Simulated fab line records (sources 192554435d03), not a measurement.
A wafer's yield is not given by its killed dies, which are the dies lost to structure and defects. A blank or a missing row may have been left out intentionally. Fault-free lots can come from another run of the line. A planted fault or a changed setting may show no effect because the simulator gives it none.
Lot-split experiment / flow n5Finfet / 39 wafers read across 7 lots, on a route 1938 steps long

== THE SPLIT ITSELF ==
At N5_BEOL_M14_SPUTTER_43 (material TaN, target thk 15 nm, time 24.19 s), the setting targetThkA was moved away from the recipe's 150 angstrom on 12 of the 39 wafers read, by -57.8% to +52.7%. The other wafers ran this setting at the recipe's value.

== FROM THE SPLIT TO THE READING: what the file shows between them, 4 steps ==
- N5_BEOL_M14_SPUTTER_44: material Ta, target thk 15 nm, time 24.19 s
- N5_BEOL_M14_SPUTTER_45: material Cu, target thk 100 nm, time 16.67 s
- N5_BEOL_M14_ECD_47: material Cu, target thk 1248 nm
- N5_BEOL_M14_ANNEAL_48: time 90 s

== THE READING ==
barrierFieldEndpointS, in s, at N5_BEOL_M14_CMP_49 (polishes, stops on SiO2, t overpolish 5.2 s, target thk 560 nm). Typical for fault-free wafers on this fab line: 11.26 s, with standard deviation 0.27 s.

wafer=L076.1; tool, chamber at the split=pvdSputter-01, -; targetThkA as run, angstrom=150; against the recipe=recipe; barrierFieldEndpointS, s=11.02; against lot-mates on the recipe=-
wafer=L076.3; tool, chamber at the split=pvdSputter-01, -; targetThkA as run, angstrom=150; against the recipe=recipe; barrierFieldEndpointS, s=11.12; against lot-mates on the recipe=-
wafer=L076.4; tool, chamber at the split=pvdSputter-01, -; targetThkA as run, angstrom=150; against the recipe=recipe; barrierFieldEndpointS, s=11.46; against lot-mates on the recipe=-
wafer=L076.2; tool, chamber at the split=pvdSputter-01, -; targetThkA as run, angstrom=150; against the recipe=recipe; barrierFieldEndpointS, s=11.22; against lot-mates on the recipe=-
wafer=L076.6; tool, chamber at the split=pvdSputter-01, -; targetThkA as run, angstrom=150; against the recipe=recipe; barrierFieldEndpointS, s=11.20; against lot-mates on the recipe=-
wafer=L076.5; tool, chamber at the split=pvdSputter-01, -; targetThkA as run, angstrom=150; against the recipe=recipe; barrierFieldEndpointS, s=11.23; against lot-mates on the recipe=-
wafer=L081.3; tool, chamber at the split=pvdSputter-01, -; targetThkA as run, angstrom=150; against the recipe=recipe; barrierFieldEndpointS, s=10.96; against lot-mates on the recipe=-
wafer=L081.2; tool, chamber at the split=pvdSputter-01, -; targetThkA as run, angstrom=150; against the recipe=recipe; barrierFieldEndpointS, s=10.86; against lot-mates on the recipe=-
wafer=L081.5; tool, chamber at the split=pvdSputter-01, -; targetThkA as run, angstrom=150; against the recipe=recipe; barrierFieldEndpointS, s=11.16; against lot-mates on the recipe=-
wafer=L083.2; tool, chamber at the split=pvdSputter-02, -; targetThkA as run, angstrom=150; against the recipe=recipe; barrierFieldEndpointS, s=11.23; against lot-mates on the recipe=-
wafer=L083.3; tool, chamber at the split=pvdSputter-02, -; targetThkA as run, angstrom=150; against the recipe=recipe; barrierFieldEndpointS, s=11.37; against lot-mates on the recipe=-
wafer=L083.1; tool, chamber at the split=pvdSputter-02, -; targetThkA as run, angstrom=72.3; against the recipe=-51.8%; barrierFieldEndpointS, s=8.58; against lot-mates on the recipe=-2.73
wafer=L083.4; tool, chamber at the split=pvdSputter-02, -; targetThkA as run, angstrom=150; against the recipe=recipe; barrierFieldEndpointS, s=11.32; against lot-mates on the recipe=-
wafer=L083.5; tool, chamber at the split=pvdSputter-02, -; targetThkA as run, angstrom=72.3; against the recipe=-51.8%; barrierFieldEndpointS, s=8.52; against lot-mates on the recipe=-2.79
wafer=L083.6; tool, chamber at the split=pvdSputter-02, -; targetThkA as run, angstrom=72.3; against the recipe=-51.8%; barrierFieldEndpointS, s=8.29; against lot-mates on the recipe=-3.02
wafer=L084.2; tool, chamber at the split=pvdSputter-02, -; targetThkA as run, angstrom=150; against the recipe=recipe; barrierFieldEndpointS, s=11.16; against lot-mates on the recipe=-
wafer=L084.1; tool, chamber at the split=pvdSputter-02, -; targetThkA as run, angstrom=150; against the recipe=recipe; barrierFieldEndpointS, s=11.22; against lot-mates on the recipe=-
wafer=L084.4; tool, chamber at the split=pvdSputter-02, -; targetThkA as run, angstrom=229.1; against the recipe=+52.7%; barrierFieldEndpointS, s=14.06; against lot-mates on the recipe=+2.99
wafer=L084.3; tool, chamber at the split=pvdSputter-02, -; targetThkA as run, angstrom=229.1; against the recipe=+52.7%; barrierFieldEndpointS, s=14.20; against lot-mates on the recipe=+3.13
wafer=L084.6; tool, chamber at the split=pvdSputter-02, -; targetThkA as run, angstrom=150; against the recipe=recipe; barrierFieldEndpointS, s=10.84; against lot-mates on the recipe=-
wafer=L084.5; tool, chamber at the split=pvdSputter-02, -; targetThkA as run, angstrom=229.1; against the recipe=+52.7%; barrierFieldEndpointS, s=14.12; against lot-mates on the recipe=+3.05
wafer=L086.2; tool, chamber at the split=pvdSputter-03, -; targetThkA as run, angstrom=150; against the recipe=recipe; barrierFieldEndpointS, s=11.23; against lot-mates on the recipe=-
wafer=L086.3; tool, chamber at the split=pvdSputter-03, -; targetThkA as run, angstrom=150; against the recipe=recipe; barrierFieldEndpointS, s=11.54; against lot-mates on the recipe=-
wafer=L086.1; tool, chamber at the split=pvdSputter-03, -; targetThkA as run, angstrom=175.8; against the recipe=+17.2%; barrierFieldEndpointS, s=12.25; against lot-mates on the recipe=+0.90
wafer=L086.4; tool, chamber at the split=pvdSputter-03, -; targetThkA as run, angstrom=150; against the recipe=recipe; barrierFieldEndpointS, s=11.28; against lot-mates on the recipe=-
wafer=L086.5; tool, chamber at the split=pvdSputter-03, -; targetThkA as run, angstrom=175.8; against the recipe=+17.2%; barrierFieldEndpointS, s=12.63; against lot-mates on the recipe=+1.28
wafer=L086.6; tool, chamber at the split=pvdSputter-03, -; targetThkA as run, angstrom=175.8; against the recipe=+17.2%; barrierFieldEndpointS, s=12.36; against lot-mates on the recipe=+1.01
wafer=L090.1; tool, chamber at the split=pvdSputter-03, -; targetThkA as run, angstrom=150; against the recipe=recipe; barrierFieldEndpointS, s=11.18; against lot-mates on the recipe=-
wafer=L090.4; tool, chamber at the split=pvdSputter-03, -; targetThkA as run, angstrom=150; against the recipe=recipe; barrierFieldEndpointS, s=11.28; against lot-mates on the recipe=-
wafer=L090.3; tool, chamber at the split=pvdSputter-03, -; targetThkA as run, angstrom=150; against the recipe=recipe; barrierFieldEndpointS, s=11.39; against lot-mates on the recipe=-
wafer=L090.2; tool, chamber at the split=pvdSputter-03, -; targetThkA as run, angstrom=150; against the recipe=recipe; barrierFieldEndpointS, s=11.29; against lot-mates on the recipe=-
wafer=L090.5; tool, chamber at the split=pvdSputter-03, -; targetThkA as run, angstrom=150; against the recipe=recipe; barrierFieldEndpointS, s=11.24; against lot-mates on the recipe=-
wafer=L090.6; tool, chamber at the split=pvdSputter-03, -; targetThkA as run, angstrom=150; against the recipe=recipe; barrierFieldEndpointS, s=11.50; against lot-mates on the recipe=-
wafer=L096.4; tool, chamber at the split=pvdSputter-03, -; targetThkA as run, angstrom=63.36; against the recipe=-57.8%; barrierFieldEndpointS, s=7.65; against lot-mates on the recipe=-3.07
wafer=L096.2; tool, chamber at the split=pvdSputter-03, -; targetThkA as run, angstrom=63.36; against the recipe=-57.8%; barrierFieldEndpointS, s=7.57; against lot-mates on the recipe=-3.15
wafer=L096.3; tool, chamber at the split=pvdSputter-03, -; targetThkA as run, angstrom=150; against the recipe=recipe; barrierFieldEndpointS, s=11.00; against lot-mates on the recipe=-
wafer=L096.1; tool, chamber at the split=pvdSputter-03, -; targetThkA as run, angstrom=63.36; against the recipe=-57.8%; barrierFieldEndpointS, s=7.61; against lot-mates on the recipe=-3.11
wafer=L096.5; tool, chamber at the split=pvdSputter-03, -; targetThkA as run, angstrom=150; against the recipe=recipe; barrierFieldEndpointS, s=10.57; against lot-mates on the recipe=-
wafer=L096.6; tool, chamber at the split=pvdSputter-03, -; targetThkA as run, angstrom=150; against the recipe=recipe; barrierFieldEndpointS, s=10.59; against lot-mates on the recipe=-

THE FIT
A straight line over all 39 wafers: barrierFieldEndpointS changes by +0.0576 s for each +1% of targetThkA; r = +0.99; the points scatter about the line by 0.25 s.
The same after taking each lot's own level away (the mean of its wafers on the recipe; 39 wafers): +0.0558 s for each +1%; r = +1.00; scatter 0.14 s.
Per that fit: largest targetThkA move, reading shift of 3.2 s.
Across the lots, their own levels run from 10.720 to 11.350 s, a range of 2.3 times the standard deviation given above.
Hence the lot-to-lot level has little effect on the slope; both slopes agree.
Check: with one of the wafers moved furthest among these (-57.8%) left out of the fit, the line predicts -3.21 s for it against its lot-mates. Against them it came out at -3.07 s.

== ADDITIONAL SPLITS CARRIED BY THESE WAFERS ==
These wafers also went through other splits before the reading. Each is held against what the fit with the lots' levels taken away leaves over:
other split on the same wafers=N5_BEOL_M11_PECVD_70 timeS; wafers away from the commonest value=15; r with barrierFieldEndpointS (lot level and that fit taken away)=+0.02

== THE WHOLE CHAIN: every reading that the file lists as answering this split, in the file's order ==
step=N5_BEOL_M14_SPUTTER_43; what it does=material TaN, target thk 15 nm, time 24.19 s; reading=TaN_of_BEOL_M14_SPUTTER_43.thkNm (the simulator's own value, which no gauge read); change (the file's fit)=+0.149 nm for each +1% of the setting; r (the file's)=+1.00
step=N5_BEOL_M14_CMP_49; what it does=polishes, stops on SiO2, t overpolish 5.2 s, target thk 560 nm; reading=barrierFieldEndpointS; change (the file's fit)=+0.0557 s for each +1% of the setting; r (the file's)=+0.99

== THE FILE'S OWN FIT ==
barrierFieldEndpointS changes by +0.0557 s for each +1% of targetThkA, r = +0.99.
